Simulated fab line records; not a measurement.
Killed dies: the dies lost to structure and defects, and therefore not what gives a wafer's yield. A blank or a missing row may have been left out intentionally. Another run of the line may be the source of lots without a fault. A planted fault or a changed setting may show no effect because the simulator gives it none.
2 desks, one fault -- flow n5 finfet -- every desk sees just its own numbers, and what lay behind them comes last

== THE METROLOGY DESK ==
What the gauges read for every lot (on any tool): the sampled wafers with a number, averaged. Any lot whose mean is over 4 standard deviations away from the usual mean is out of limits and marked OUT; that distance is given in the brackets.
Columns: A = M8_THK at N5_BEOL_M8_THK_MEAS_53, usual 82.8 nm; B = M8_RS at N5_BEOL_M8_RS_MEAS_57, usual 0.283 ohm/sq
lot,first seen here,A,B
L740,day 11 01:57,82.2,0.283
L742,day 11 10:55,84.9,0.273
L748,day 13 06:47,83.1,0.281
L750,day 14 08:11,82.7,0.281
L749,day 14 09:15,82.0,0.285
L758,day 15 15:56,82.3,0.285
L756,day 15 17:46,82.6,0.283
This desk's finding: nothing out of limits on any of the 7 lots.

== FOR THE TOOL OWNER'S DESK: pecvd-01 ==
The tool's own readings at N5_BEOL_M8_DEP_56 (deposits SiCN from 3MS/NH3, target thk 10 nm, time 17.5 s): means of the sampled wafers that have a number, for each lot that ran on this tool. Any lot whose mean is over 4 standard deviations away from the usual mean is out of limits and marked OUT; that distance is given in the brackets.
Columns: A = showerhead plenum p Torr at N5_BEOL_M8_DEP_56, usual 3.668 Torr; B = throttle valve pct at N5_BEOL_M8_DEP_56, usual 8.9 %
lot,first seen here,A,B
L740,day 11 02:01,3.653,9.1
L742,day 11 10:59,3.652,9.1
L748,day 13 06:50,3.661,9.2
L750,day 14 08:14,3.652,8.9
L749,day 14 09:19,3.676,8.5
This desk's finding: nothing out of limits on any of the 5 lots.

== ALL TOGETHER ==
Nothing out of limits was seen by the metrology desk.
The desk of the tool owner found nothing out of limits.

== WHAT THE SIMULATOR HAD INSERTED ==
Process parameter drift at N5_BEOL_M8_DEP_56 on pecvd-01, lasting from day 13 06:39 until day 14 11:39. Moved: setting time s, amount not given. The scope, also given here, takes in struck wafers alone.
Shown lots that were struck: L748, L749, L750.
